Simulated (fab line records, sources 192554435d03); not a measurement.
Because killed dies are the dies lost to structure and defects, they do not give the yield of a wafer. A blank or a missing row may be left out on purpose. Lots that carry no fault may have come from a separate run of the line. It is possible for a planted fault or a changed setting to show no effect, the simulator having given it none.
Comparing a struck lot with a sound one | flow n5-finfet | 38 steps out of a route of 1938
Sound: the wafers L807.3, L807.4, L807.5. Struck: wafer L813.6 (L813.4, L813.5, from the same lot, were not struck and are left out); the cause is given at the end.
Per side, at each step with rows, come the tool, then ch with its chambers, and then its first start. Under that, the readings that differ: sound wafers | struck wafers | difference of the means | sigmas: that difference in standard deviations of wafers without a fault.
alike: a reading whose means differ by less than 2 such deviations, as well as words and numbers matching on both sides. not compared: withheld readings; readings where some wafer has no value; bounds like >300 that might hide an equal value; numbers whose values overlap and for which the record gives no deviation.
Wherever a step has rows on one side only, a row that says differs or no value, or a row with sigmas, the two part there. Numbers that don't overlap but have no deviation are shown without sigmas and don't part them. A reading missing from all wafers of one side parts the sides only when that side holds two or more wafers.

first, 9 steps without rows for these wafers: N5_BEOL_M7_DESCUM_33 (chemistry O2, time 7 s); N5_BEOL_M7_ETCH_72 (etches underlayer in N2/H2, target depth 6.5 nm, time 5.2 s); N5_BEOL_M7_ETCH_65 (etches SiARC in CF4, target depth 15.6 nm, time 26 s); N5_BEOL_M7_ETCH_66 (etches SOC in N2/H2, target depth 80 nm, overetch 16 nm, time 120 s); N5_BEOL_M7_STRIP_69 (strips in N2/H2); N5_BEOL_M7_STRIP_73 (strips in N2/H2); N5_BEOL_M7_VIA_ETCH_34 (etches SiCOH lowk in C4F6/O2, target depth 125.5 nm, time 50.5 s); N5_BEOL_M7_STRIP_76 (strips in C4F6/O2); N5_BEOL_M7_STRIP_36 (strips in N2/H2).
N5_BEOL_M7_TRENCH_ETCH_37: etches SiCOH lowk in C4F6/O2, target depth 93.478 nm, time 31.2 s.
  sound on rie-diel-04 ch 0,3, day 12 01:40; struck on rie-diel-04 ch 2, day 14 01:17
  reading                                    | sound             | struck | difference | sigmas
  run-length-s (s)                           | 55.3 55.1 54.9    | 63.0   | +7.9       | +15
  showerhead-plenum-p-Torr (Torr)            | 2.92 2.92 2.93    | 2.75   | -0.17      | -2
  throttle-valve-pct (%)                     | 20.83 20.82 20.78 | 20.31  | -0.50      | -2
  model.etch.depth-nm (nm)                   | 93.33 93.72 93.87 | 121.4  | +27.8      |
  model.BEOL_M7.feature-depth-nm (nm)        | 93.4 93.8 93.8    | 121.4  | +27.7      |
  model.TiN_of_BEOL_M7_HM_DEP_02.thk-nm (nm) | 17.8 17.8 17.8    | 16.8   | -1.0       |
  alike: drypump-motor-current-A, mfc-ar-sccm, oes-product-au, rf-vpp-V
  not compared: rf-hours-counter-h
then, 2 steps without rows for these wafers: N5_BEOL_M7_ETCH_41 (etches SiCN in CH3F/O2, target depth 31.9 nm, time 57.8 s); N5_BEOL_M7_STRIP_80 (strips in N2/H2, time 10 s).
N5_BEOL_M7_OCD_MEAS_38:
  sound on ocd-02, day 12 01:49; struck on ocd-01, day 14 01:27
  reading              | sound          | struck | difference | sigmas
  trench-depth-nm (nm) | 93.5 93.7 93.6 | 121.6  | +28.0      | +14
then, 13 steps without rows for these wafers: N5_BEOL_M7_HM_STRIP_39 (strips TiN in peroxide tin strip, target depth 25 nm, time 158 s); N5_BEOL_M7_SRD_40 (time 30 s); N5_BEOL_M7_PRECLEAN_42 (cleans in residue remover, time 60 s); N5_BEOL_M7_SRD_43 (time 30 s); N5_BEOL_M7_CURE_75 (cures SiCOH lowk, time 120 s); N5_BEOL_M7_DEGAS_44 (time 60 s); N5_BEOL_M7_PRE_CLEAN_45 (time 30 s); N5_BEOL_M7_ALD_77 (deposits TaN, target thk 2 nm, pulse time 2 s, purge time 3 s); N5_BEOL_M7_SURFACE_TREAT_79; N5_BEOL_M7_CVD_78 (deposits Co from CCTBA/H2, target thk 2 nm, time 142.3 s); N5_BEOL_M7_SPUTTER_48 (material Cu, target thk 10 nm, time 1.667 s); N5_BEOL_M7_ECD_50 (material Cu, target thk 300 nm); N5_BEOL_M7_ANNEAL_51 (time 90 s).
N5_BEOL_M7_CMP_52: polishes, stops on SiCOH lowk, t overpolish 6.9 s, target thk 80 nm.
  sound on cmp-03 ch 1,2, day 12 03:41; struck on cmp-02 ch 0, day 14 04:04
  reading                                | sound          | struck | difference | sigmas
  model.Cu_of_BEOL_M7_ECD_50.thk-nm (nm) | 80.2 80.8 80.4 | 109.6  | +29.1      |
  alike: barrier-field-endpoint-s, motor-current-A, overpolish-run-s, time-to-endpoint-s
N5_BEOL_M7_THK_MEAS_53: measures by xrf.
  sound on film-metro-02, day 12 03:56; struck on film-metro-01, day 14 04:14
  reading     | sound          | struck | difference | sigmas
  M7_THK (nm) | 81.6 82.0 81.6 | 110.7  | +29.0      | +13
then, 2 steps without rows for these wafers: N5_BEOL_M7_PRE_CLEAN_55 (time 15 s); N5_BEOL_M7_DEP_56 (deposits SiCN from 3MS/NH3, target thk 10 nm, time 17.5 s).
N5_BEOL_M7_RS_MEAS_57: measurement is done with a four-point probe.
  sound on film-metro-02, day 12 04:04; struck on film-metro-01, day 14 04:23
  reading        | sound             | struck | difference | sigmas
  M7_RS (ohm/sq) | 0.286 0.283 0.285 | 0.199  | -0.086     | -9
then, 5 steps without rows for these wafers: N5_BEOL_M8_ILD_DEP_00 (deposits SiCOH lowk from DEMS/porogen, target thk 179.75 nm, time 33.4 s); N5_BEOL_M8_CURE_74 (cures SiCOH lowk, time 240 s); N5_BEOL_M8_PECVD_70 (deposits SiO2 from TEOS/O2, target thk 20 nm, time 22.7 s); N5_BEOL_M8_HM_DEP_02 (deposits TiN, target thk 20 nm); N5_BEOL_M8_COAT_59 (time 60 s, resist thk 100 nm).
-- the record jumps here: 2 days lie between the struck wafers' starts before and after (it left off in module BEOL_M8 and takes up again in module BEOL_M15, whose first step shown is number 1830 of the route) --
N5_BEOL_M15_RC_MEAS_101:
  sound on prober-01 ch 0, day 14 15:53; struck on prober-01 ch 0, day 16 13:45
  reading                   | sound                   | struck  | difference | sigmas
  COMB_M5 (S/m)             | 3.5e-11 4.3e-11 3.7e-11 | 5.3e-11 | +1.5e-11   | +2
  SERP_M5 (ohm/um)          | 39.1 37.1 37.6          | 43.6    | +5.7       | +3
  SERP_M7 (ohm/um)          | 13.8 13.0 13.3          | 9.6     | -3.8       | -6
  SERP_M7_max_site (ohm/um) | 14.2 13.4 13.9          | 9.8     | -4.0       | -6
  alike: COMB_M10, COMB_M11, COMB_M12, COMB_M13, COMB_M14, COMB_M15, COMB_M6, COMB_M8, COMB_M9, SERP_M10, SERP_M11, SERP_M12, SERP_M13, SERP_M13_max_site, SERP_M14, SERP_M6, SERP_M8, SERP_M9
N5_PASSIVATION_PROBE_49:
  only the struck wafers here have rows in the record (prober-02, day 17 04:38); the sound ones have none

## WHERE THEY PART
Earliest at N5_BEOL_M7_TRENCH_ETCH_37; latest, in this record, at N5_PASSIVATION_PROBE_49.

WHY: what had been put in by the simulator
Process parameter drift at N5_BEOL_M7_TRENCH_ETCH_37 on rie-diel-04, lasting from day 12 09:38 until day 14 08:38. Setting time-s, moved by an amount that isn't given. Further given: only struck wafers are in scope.
